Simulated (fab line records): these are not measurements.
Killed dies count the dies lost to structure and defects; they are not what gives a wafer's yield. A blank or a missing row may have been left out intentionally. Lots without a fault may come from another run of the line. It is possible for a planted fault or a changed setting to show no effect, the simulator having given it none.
Split-lot study    flow n5 finfet    on a route of 1938 steps: 7 lots, 39 wafers read

THE SPLIT ITSELF
At N5_MOL_CONTACT_COAG_IMPLANT_129, the setting energy kev was moved away from the recipe's 3 on 15 of the 39 wafers read, by +10.0% to +30.4%. For the rest of the wafers, this setting stayed at what the recipe calls for.

Reading taken at the split's own step.

THE READING
The simulator's own value implant.drp nm, read by no gauge, in nm at N5_MOL_CONTACT_COAG_IMPLANT_129. The file gives no usual value for it.

wafer   tool, chamber at the split  energy kev as run  against the recipe  implant.drp nm, nm  against lot-mates on the recipe
L075.1  implanter-02, 0             3.746              +24.9%              2.45                +0.316
L075.2  implanter-02, 0             3.746              +24.9%              2.45                +0.316
L075.5  implanter-02, 0             3.746              +24.9%              2.45                +0.316
L075.3  implanter-02, 0             3                  recipe              2.134               -
L075.4  implanter-02, 0             3                  recipe              2.134               -
L075.6  implanter-02, 0             3                  recipe              2.134               -
L080.1  implanter-02, 0             3                  recipe              2.134               -
L080.4  implanter-02, 0             3                  recipe              2.134               -
L080.5  implanter-02, 0             3                  recipe              2.134               -
L080.2  implanter-02, 0             3.832              +27.7%              2.485               +0.351
L080.3  implanter-02, 0             3.832              +27.7%              2.485               +0.351
L080.6  implanter-02, 0             3.832              +27.7%              2.485               +0.351
L088.1  implanter-02, 0             3                  recipe              2.134               -
L088.5  implanter-02, 0             3                  recipe              2.134               -
L088.6  implanter-02, 0             3                  recipe              2.134               -
L088.2  implanter-02, 0             3.301              +10.0%              2.264               +0.130
L088.3  implanter-02, 0             3.301              +10.0%              2.264               +0.130
L088.4  implanter-02, 0             3.301              +10.0%              2.264               +0.130
L090.1  implanter-01, 0             3                  recipe              2.134               -
L090.2  implanter-01, 0             3                  recipe              2.134               -
L090.3  implanter-01, 0             3                  recipe              2.134               -
L090.4  implanter-01, 0             3                  recipe              2.134               -
L090.5  implanter-01, 0             3                  recipe              2.134               -
L090.6  implanter-01, 0             3                  recipe              2.134               -
L091.1  implanter-02, 0             3.913              +30.4%              2.517               +0.383
L091.3  implanter-02, 0             3.913              +30.4%              2.517               +0.383
L091.6  implanter-02, 0             3.913              +30.4%              2.517               +0.383
L091.2  implanter-02, 0             3                  recipe              2.134               -
L091.4  implanter-02, 0             3                  recipe              2.134               -
L091.5  implanter-02, 0             3                  recipe              2.134               -
L092.1  implanter-01, 0             3.545              +18.2%              2.367               +0.233
L092.5  implanter-01, 0             3.545              +18.2%              2.367               +0.233
L092.6  implanter-01, 0             3.545              +18.2%              2.367               +0.233
L092.2  implanter-01, 0             3                  recipe              2.134               -
L092.3  implanter-01, 0             3                  recipe              2.134               -
L092.4  implanter-01, 0             3                  recipe              2.134               -
L095.1  implanter-02, 0             3                  recipe              2.134               -
L095.2  implanter-02, 0             3                  recipe              2.134               -
L095.3  implanter-02, 0             3                  recipe              2.134               -

FIT RESULTS
A straight line over all 39 wafers: implant.drp nm changes by +0.0127 nm for each +1% of energy kev; r = +1.00; the points scatter about the line by 0.0014 nm.
The same after taking each lot's own level away (the mean of its wafers on the recipe; 39 wafers): +0.0127 nm for each +1%; r = +1.00; scatter 0.0014 nm.
Per that fit: largest energy kev move, reading shift of 0.39 nm.
The lots' own levels span 2.1340 to 2.1340 nm.
The two slopes agree, so the slope changes little with the lot-to-lot level.
Check: +0.386 nm against its lot-mates is what the line predicts for one of the wafers moved furthest among these (+30.4%) when that wafer is left out of the fit. Against them it came out at +0.383 nm.

OTHER SPLITS ON THESE WAFERS
Before the reading, these wafers also passed through other splits. Each is held against what the fit with the lots' levels taken away leaves over:
other split on the same wafers        wafers away from the commonest value  r with implant.drp nm (lot level and that fit taken away)
N5_FIN_SAQP_ALD_61 ald cycles         15                                    -0.38
N5_DUMMY_GATE_HM_DEP_06 target thk a  30                                    -0.55

THE WHOLE CHAIN: every reading that the file lists as answering this split, in the file's order
step                             what it does  reading                                                          change (the file's fit)                 r (the file's)
N5_MOL_CONTACT_COAG_IMPLANT_129                implant.rp nm (the simulator's own value, which no gauge read)   +0.0326 nm for each +1% of the setting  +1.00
N5_MOL_CONTACT_COAG_IMPLANT_129                implant.drp nm (the simulator's own value, which no gauge read)  +0.0127 nm for each +1% of the setting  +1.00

FILE'S OWN FIT
implant.drp nm changes by +0.0127 nm for each +1% of energy kev, r = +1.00.
